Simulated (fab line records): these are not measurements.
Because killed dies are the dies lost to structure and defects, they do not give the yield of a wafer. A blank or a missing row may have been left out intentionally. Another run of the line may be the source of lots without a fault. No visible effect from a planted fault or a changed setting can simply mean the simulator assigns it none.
Comparing a struck lot with a sound one	flow n5-finfet	37 out of 1938 route steps
Sound: these wafers, L201.1, L201.5, L201.6. Struck: wafer L205.1. (L205.2 of the same lot was not struck and is left out.) The cause comes at the end.
Each step with rows lists, per side, the tool, then ch with its chambers, then its first start. Under that, the readings that differ: sound wafers	struck wafers	difference of the means	sigmas: that difference in standard deviations of wafers without a fault.
alike: words and numbers the same on both sides, and readings whose means are apart by under 2 such deviations; not compared: readings that were withheld, readings missing a value for some wafer, numbers with overlapping values and no deviation given by the record, and bounds like >300 which may hide the same value.
Wherever a step has rows on one side only, a row that says differs or no value, or a row with sigmas, the two part there. Non-overlapping numbers with no deviation appear without sigmas and do not part them. A reading missing from all wafers of one side parts the sides only when that side holds two or more wafers.

first, 9 steps without rows for these wafers: N5_PMOS_HMC_CHANNEL_EPI_EXPOSE_06 (exposes mask PMOS HMC BLK, target cd 240 nm); N5_PMOS_HMC_CHANNEL_EPI_PEB_07 (peb time 60 s); N5_PMOS_HMC_CHANNEL_EPI_DEVELOP_08 (develop time 30 s); N5_PMOS_HMC_CHANNEL_EPI_DESCUM_14 (chemistry O2, time 7.9 s); N5_PMOS_HMC_CHANNEL_EPI_ETCH_32 (etches BARC in N2/H2, stops on SiO2, target depth 85.8 nm, time 50.3 s); N5_PMOS_HMC_CHANNEL_EPI_HM_OPEN_15 (chemistry CHF3/O2, target SiO2, target depth 40.6 nm, time 20.3 s); N5_PMOS_HMC_CHANNEL_EPI_STRIP_33 (strips in N2/H2); N5_PMOS_HMC_CHANNEL_EPI_STRIP_17 (strips in SPM, time 750 s); N5_PMOS_HMC_CHANNEL_EPI_ETCH_38 (etches SiO2 in CF4, target depth 1.5 nm).
N5_PMOS_HMC_CHANNEL_EPI_FIN_RECESS_16: chemistry HBr/Cl2, target Si, target depth 54 nm, time 18 s.
  sound on rie-si-03 ch 1,2,3, day 4 00:05; struck on rie-si-03 ch 2, day 5 00:03
reading	sound	struck	difference	sigmas
model.PMOS_HMC_CHANNEL_EPI.feature-depth-nm (nm)	54.59 52.92 54.64	46.49	-7.56	
model.etch.depth-nm (nm)	54.59 52.92 54.64	46.49	-7.56	
  alike: drypump-motor-current-A, oes-product-au, throttle-valve-pct
  not compared: rf-hours-counter-h
then, 7 steps without rows for these wafers: N5_PMOS_HMC_CHANNEL_EPI_PRECLEAN_36 (cleans in O3/DIW, time 45 s); N5_PMOS_HMC_CHANNEL_EPI_PRECLEAN_18 (cleans in DHF, time 30 s); N5_PMOS_HMC_CHANNEL_EPI_SRD_19 (time 30 s); N5_PMOS_HMC_CHANNEL_EPI_EPI_20 (deposits SiGe30, target thk 59 nm); N5_PMOS_HMC_CHANNEL_EPI_HM_STRIP_35 (strips SiO2 in dHF, material SiO2, target depth 39.6 nm, time 216 s); N5_PMOS_HMC_CHANNEL_EPI_SRD_39 (time 30 s); N5_PMOS_HMC_CHANNEL_EPI_CMP_21 (polishes SiGe30, target thk 54 nm).
N5_PMOS_HMC_CHANNEL_EPI_THK_MEAS_22:
  sound: film-metro-01 at day 4 01:55; struck: film-metro-01 at day 5 02:47
reading	sound	struck	difference	sigmas
HMC_CMP_THK (nm)	54.6 53.1 54.8	46.4	-7.8	-9
then, 17 steps without rows for these wafers: N5_PMOS_HMC_CHANNEL_EPI_PRECLEAN_40 (cleans in DHF, time 30 s); N5_PMOS_HMC_CHANNEL_EPI_PRECLEAN_37 (cleans in O3/DIW, time 45 s); N5_PMOS_HMC_CHANNEL_EPI_PRECLEAN_24 (cleans in DHF, time 30 s); N5_PMOS_HMC_CHANNEL_EPI_SRD_25 (time 30 s); N5_PMOS_HMC_CHANNEL_EPI_EPI_26 (deposits Si from SiH4/H2, target thk 3.8 nm, time 22.7 s); N5_FIN_SAQP_PRECLEAN_42 (cleans in O3/DIW, time 60 s); N5_FIN_SAQP_PRECLEAN_00 (cleans in SC1, time 60 s); N5_FIN_SAQP_PRECLEAN_44 (cleans in SC2, time 45 s); N5_FIN_SAQP_SRD_01 (time 30 s); N5_FIN_SAQP_ALD_61 (deposits SiO2, target thk 4 nm, pulse time 1 s, purge time 2 s); N5_FIN_SAQP_DENSIFY_62 (time 60 s); N5_FIN_SAQP_HM_DEP_03 (deposits SiNx from SiH4/NH3/N2, target thk 38 nm, time 33.6 s); N5_FIN_SAQP_PECVD_47 (deposits a-Si from SiH4/He, target thk 45 nm, time 36.3 s); N5_FIN_SAQP_PECVD_48 (deposits SiNx from SiH4/NH3/N2, target thk 25 nm, time 22.1 s); N5_FIN_SAQP_PECVD_06 (deposits a-Si from SiH4/He, target thk 60 nm, time 48.1 s); N5_FIN_SAQP_HM_DEP_72 (deposits SiO2 from SiH4/N2O, target thk 12 nm, time 7.2 s); N5_FIN_SAQP_COAT_49 (time 60 s, resist thk 100 nm).
-- record jumps: 7 days separate the struck wafers' starts on either side; left off in module FIN_SAQP, taken up again in module BEOL_M4, whose first shown step is the route's number 1111 --
N5_BEOL_M4_RC_MEAS_101:
  sound on prober-02 ch 0, day 11 09:07; struck on prober-01 ch 0, day 12 07:55
reading	sound	struck	difference	sigmas
CJ_P	5.69 6.06 5.66	6.50	+0.70	+4
  alike: DIBL_N, DIBL_P, IOFF_N, IOFF_P, ION_N, ION_P, SS_N, SS_P, VT_N, VT_P
-- record jumps: 5 days separate the struck wafers' starts on either side; left off in module BEOL_M4, taken up again in module PASSIVATION, whose first shown step is the route's number 1936 --
N5_PASSIVATION_PROBE_49:
  rows exist in the record for the struck wafers here (prober-01, day 17 05:01), but not for the sound ones

## WHERE THEY PART
At N5_PMOS_HMC_CHANNEL_EPI_THK_MEAS_22 first; at N5_PASSIVATION_PROBE_49 last (within this record only).

WHY: whatever the simulator had introduced
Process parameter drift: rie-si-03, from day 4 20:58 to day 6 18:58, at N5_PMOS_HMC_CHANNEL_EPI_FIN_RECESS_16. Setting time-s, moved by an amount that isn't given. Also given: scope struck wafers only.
